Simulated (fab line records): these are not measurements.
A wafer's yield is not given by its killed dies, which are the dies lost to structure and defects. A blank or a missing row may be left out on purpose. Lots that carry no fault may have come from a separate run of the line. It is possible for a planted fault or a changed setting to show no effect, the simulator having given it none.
Split-lot experiment ; flow n5_finfet ; 21 wafers read from 7 lots, route of 1938 steps

== THE SPLIT ITSELF ==
At N5_BEOL_M5_ETCH_68 (etches SOC in N2/H2, target depth 80 nm, overetch 16 nm, time 120 s), the setting time_s was moved away from the recipe's 120 s on 7 of the 21 wafers read, by -6.5% to +12.0%. All remaining wafers had this setting at the recipe value.

The split's own step is where the reading is taken.

== THE READING ==
SiARC_of_BEOL_M5_COAT_66.thk_nm (the simulator's own value, which no gauge read), in nm, at N5_BEOL_M5_ETCH_68 (etches SOC in N2/H2, target depth 80 nm, overetch 16 nm, time 120 s). The file does not state a usual value for it. The 14 wafers here that ran the recipe average 6.4 nm, standard deviation 0.091 nm.

wafer;tool, chamber at the split;time_s as run, s;against the recipe;SiARC_of_BEOL_M5_COAT_66.thk_nm, nm;against lot-mates on the recipe
L076.1;rie_diel-01, 1,0;120;recipe;6.4;-
L076.2;rie_diel-01, 1,0;120;recipe;6.4;-
L076.5;rie_diel-01, 2;120;recipe;6.2;-
L075.1;rie_diel-06, 0;131.7;+9.7%;6;-0.4
L075.2;rie_diel-06, 2;131.7;+9.7%;5.8;-0.6
L075.4;rie_diel-06, 3;120;recipe;6.4;-
L079.3;rie_diel-06, 2;134.4;+12.0%;5.6;-0.8
L079.4;rie_diel-06, 0;134.4;+12.0%;6;-0.4
L079.5;rie_diel-06, 2;120;recipe;6.4;-
L080.2;rie_diel-06, 3;120;recipe;6.4;-
L080.3;rie_diel-06, 0;120;recipe;6.6;-
L080.5;rie_diel-06, 3;127.1;+5.9%;6;-0.5
L089.2;rie_diel-01, 1;120;recipe;6.4;-
L089.6;rie_diel-01, 1;120;recipe;6.4;-
L089.3;rie_diel-01, 2;120;recipe;6.2;-
L092.1;rie_diel-03, 0,3,1;120;recipe;6.4;-
L092.3;rie_diel-03, 0,3,1;120;recipe;6.4;-
L092.4;rie_diel-03, 0,3,1;120;recipe;6.4;-
L097.2;rie_diel-03, 1,3;112.2;-6.5%;6.8;+0.4
L097.5;rie_diel-03, 1,3;112.2;-6.5%;6.8;+0.4
L097.6;rie_diel-03, 0;120;recipe;6.4;-
The file does not say which wafer passed through which chamber wherever a row lists several chambers: such a row stands for several wafers.

THE FIT
A straight line over all 21 wafers: SiARC_of_BEOL_M5_COAT_66.thk_nm changes by -0.0529 nm for each +1% of time_s; r = -0.93; the points scatter about the line by 0.11 nm.
The same after taking each lot's own level away (the mean of its wafers on the recipe; 21 wafers): -0.0543 nm for each +1%; r = -0.94; scatter 0.11 nm.
The reading moves by 0.65 nm for the largest change in time_s, on that fit.
The lots' own levels span 6.33 to 6.50 nm, that is 1.8 times the standard deviation above.
Consequently the slope shifts little with the lot-to-lot level, the two slopes agreeing.
Check: for one of the wafers moved furthest among these (+12.0%), held out of the fit, the line's prediction against its lot-mates is -0.598 nm. It came out at -0.8 nm against them.

== THE OTHER SPLITS THESE WAFERS WENT THROUGH ==
Before the reading, these wafers also passed through other splits. Each is held against what the fit with the lots' levels taken away leaves over:
other split on the same wafers;wafers away from the commonest value;r with SiARC_of_BEOL_M5_COAT_66.thk_nm (lot level and that fit taken away)
N5_BEOL_M0_SAQP_ETCH_88 source_w;9;-0.26
N5_BEOL_M1_EXPOSE_25 dose_mj;5;-0.01
N5_BEOL_M3_ETCH_70 source_w;7;+0.33
N5_BEOL_M3_ETCH_41 target_depth_a;5;-0.39
N5_BEOL_M4_DESCUM_16 time_s;5;-0.21
N5_BEOL_M4_ETCH_64 bias_w;7;+0.10

== THE FILE'S OWN FIT ==
SiARC_of_BEOL_M5_COAT_66.thk_nm changes by -0.0557 nm for each +1% of time_s, r = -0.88.
